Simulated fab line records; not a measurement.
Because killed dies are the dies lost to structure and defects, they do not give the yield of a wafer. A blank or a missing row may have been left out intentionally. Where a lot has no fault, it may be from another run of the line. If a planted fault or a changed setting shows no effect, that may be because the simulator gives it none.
Split-lot study || flow n5Finfet || 7 lots, 21 wafers read, on a route of 1938 steps

== SPLIT DETAILS ==
At N5_BEOL_M9_ILD_DEP_00 (deposits SiCOH lowk from DEMS/porogen, target thk 308.51 nm, time 58 s), the setting timeS was moved away from the recipe's 58 s on 7 of the 21 wafers read, by -12.0% to +13.4%. For the rest of the wafers, this setting stayed at what the recipe calls for.

== BETWEEN THE SPLIT AND THE READING: the file shows 1 step in between ==
- N5_BEOL_M9_CURE_71: cures SiCOH lowk, time 240 s

== THE READING ==
M9_ILD_THK at N5_BEOL_M9_THK_MEAS_01, in nm. On this fab line, fault-free wafers typically give 267 nm with a standard deviation of 3.9 nm.

{"wafer": "L082.4", "tool, chamber at the split": "pecvd-03, 0", "timeS as run, s": 58, "against the recipe": "recipe", "M9_ILD_THK, nm": 266, "against lot-mates on the recipe": "-"}
{"wafer": "L082.5", "tool, chamber at the split": "pecvd-03, 2", "timeS as run, s": 58, "against the recipe": "recipe", "M9_ILD_THK, nm": 275, "against lot-mates on the recipe": "-"}
{"wafer": "L082.6", "tool, chamber at the split": "pecvd-03, 1", "timeS as run, s": 51.02, "against the recipe": "-12.0%", "M9_ILD_THK, nm": 240, "against lot-mates on the recipe": -30}
{"wafer": "L088.2", "tool, chamber at the split": "pecvd-03, 2", "timeS as run, s": 58, "against the recipe": "recipe", "M9_ILD_THK, nm": 262, "against lot-mates on the recipe": "-"}
{"wafer": "L088.3", "tool, chamber at the split": "pecvd-03, 1", "timeS as run, s": 58, "against the recipe": "recipe", "M9_ILD_THK, nm": 264, "against lot-mates on the recipe": "-"}
{"wafer": "L088.5", "tool, chamber at the split": "pecvd-03, 2", "timeS as run, s": 58, "against the recipe": "recipe", "M9_ILD_THK, nm": 269, "against lot-mates on the recipe": "-"}
{"wafer": "L092.3", "tool, chamber at the split": "pecvd-02, 0", "timeS as run, s": 58, "against the recipe": "recipe", "M9_ILD_THK, nm": 263, "against lot-mates on the recipe": "-"}
{"wafer": "L092.4", "tool, chamber at the split": "pecvd-02, 1", "timeS as run, s": 64.75, "against the recipe": "+11.6%", "M9_ILD_THK, nm": 298, "against lot-mates on the recipe": "+33"}
{"wafer": "L092.6", "tool, chamber at the split": "pecvd-02, 0", "timeS as run, s": 58, "against the recipe": "recipe", "M9_ILD_THK, nm": 267, "against lot-mates on the recipe": "-"}
{"wafer": "L091.1", "tool, chamber at the split": "pecvd-02, 0", "timeS as run, s": 58, "against the recipe": "recipe", "M9_ILD_THK, nm": 263, "against lot-mates on the recipe": "-"}
{"wafer": "L091.4", "tool, chamber at the split": "pecvd-02, 1", "timeS as run, s": 61.06, "against the recipe": "+5.3%", "M9_ILD_THK, nm": 282, "against lot-mates on the recipe": "+18"}
{"wafer": "L091.6", "tool, chamber at the split": "pecvd-02, 0", "timeS as run, s": 58, "against the recipe": "recipe", "M9_ILD_THK, nm": 265, "against lot-mates on the recipe": "-"}
{"wafer": "L090.2", "tool, chamber at the split": "pecvd-02, 1", "timeS as run, s": 58, "against the recipe": "recipe", "M9_ILD_THK, nm": 262, "against lot-mates on the recipe": "-"}
{"wafer": "L090.4", "tool, chamber at the split": "pecvd-02, 0", "timeS as run, s": 58, "against the recipe": "recipe", "M9_ILD_THK, nm": 267, "against lot-mates on the recipe": "-"}
{"wafer": "L090.6", "tool, chamber at the split": "pecvd-02, 1", "timeS as run, s": 51.35, "against the recipe": "-11.5%", "M9_ILD_THK, nm": 234, "against lot-mates on the recipe": -30}
{"wafer": "L095.1", "tool, chamber at the split": "pecvd-02, 0", "timeS as run, s": 65.75, "against the recipe": "+13.4%", "M9_ILD_THK, nm": 298, "against lot-mates on the recipe": "no lot-mate on the recipe"}
{"wafer": "L095.2", "tool, chamber at the split": "pecvd-02, 1", "timeS as run, s": 65.75, "against the recipe": "+13.4%", "M9_ILD_THK, nm": 298, "against lot-mates on the recipe": "no lot-mate on the recipe"}
{"wafer": "L095.5", "tool, chamber at the split": "pecvd-02, 0", "timeS as run, s": 65.75, "against the recipe": "+13.4%", "M9_ILD_THK, nm": 303, "against lot-mates on the recipe": "no lot-mate on the recipe"}
{"wafer": "L096.1", "tool, chamber at the split": "pecvd-02, 2", "timeS as run, s": 58, "against the recipe": "recipe", "M9_ILD_THK, nm": 268, "against lot-mates on the recipe": "-"}
{"wafer": "L096.3", "tool, chamber at the split": "pecvd-02, 0", "timeS as run, s": 58, "against the recipe": "recipe", "M9_ILD_THK, nm": 264, "against lot-mates on the recipe": "-"}
{"wafer": "L096.5", "tool, chamber at the split": "pecvd-02, 2", "timeS as run, s": 58, "against the recipe": "recipe", "M9_ILD_THK, nm": 269, "against lot-mates on the recipe": "-"}

FIT RESULTS
A straight line over all 21 wafers: M9_ILD_THK changes by +2.54 nm for each +1% of timeS; r = +0.98; the points scatter about the line by 3.4 nm.
The same after taking each lot's own level away (the mean of its wafers on the recipe; 18 wafers): +2.73 nm for each +1%; r = +0.98; scatter 2.7 nm.
Per that fit: largest timeS move, reading shift of 36 nm.
Across the lots, their own levels run from 264.0 to 270.5 nm, a range of 1.7 times the standard deviation given above.
Consequently the slope shifts little with the lot-to-lot level, the two slopes agreeing.
Check: -33.5 nm against its lot-mates is what the line predicts for one of the wafers moved furthest among these (-12.0%) when that wafer is left out of the fit. It came out at -30.5 nm against them.

== ADDITIONAL SPLITS CARRIED BY THESE WAFERS ==
Other splits were also applied to these wafers ahead of the reading. Each is held against what the fit with the lots' levels taken away leaves over:
{"other split on the same wafers": "N5_BEOL_M4_PECVD_72 timeS", "wafers away from the commonest value": 8, "r with M9_ILD_THK (lot level and that fit taken away)": "+0.16"}
{"other split on the same wafers": "N5_BEOL_M5_ETCH_41 sourceW", "wafers away from the commonest value": 6, "r with M9_ILD_THK (lot level and that fit taken away)": "+0.46"}
{"other split on the same wafers": "N5_BEOL_M6_TRENCH_ETCH_37 biasW", "wafers away from the commonest value": 7, "r with M9_ILD_THK (lot level and that fit taken away)": "+0.40"}
{"other split on the same wafers": "N5_BEOL_M7_VIA_ETCH_34 timeS", "wafers away from the commonest value": 6, "r with M9_ILD_THK (lot level and that fit taken away)": "+0.08"}
{"other split on the same wafers": "N5_BEOL_M8_PEB_09 pebTimeS", "wafers away from the commonest value": 7, "r with M9_ILD_THK (lot level and that fit taken away)": "+0.10"}
{"other split on the same wafers": "N5_BEOL_M8_DEVELOP_10 developTimeS", "wafers away from the commonest value": 6, "r with M9_ILD_THK (lot level and that fit taken away)": "+0.41"}

== THE WHOLE CHAIN: every reading that the file lists as answering this split, in the file's order ==
{"step": "N5_BEOL_M9_ILD_DEP_00", "what it does": "deposits SiCOH lowk from DEMS/porogen, target thk 308.51 nm, time 58 s", "reading": "SiCOH_lowk_of_BEOL_M9_ILD_DEP_00.thkNm (the simulator's own value, which no gauge read)", "change (the file's fit)": "+3.09 nm for each +1% of the setting", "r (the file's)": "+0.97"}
{"step": "N5_BEOL_M9_CURE_71", "what it does": "cures SiCOH lowk, time 240 s", "reading": "SiCOH_lowk_of_BEOL_M9_ILD_DEP_00.thkNm (the simulator's own value, which no gauge read)", "change (the file's fit)": "+2.73 nm for each +1% of the setting", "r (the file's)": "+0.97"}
{"step": "N5_BEOL_M9_THK_MEAS_01", "what it does": "", "reading": "M9_ILD_THK", "change (the file's fit)": "+2.73 for each +1% of the setting", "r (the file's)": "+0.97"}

== THE FILE'S OWN FIT ==
M9_ILD_THK changes by +2.73 nm for each +1% of timeS, r = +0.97.
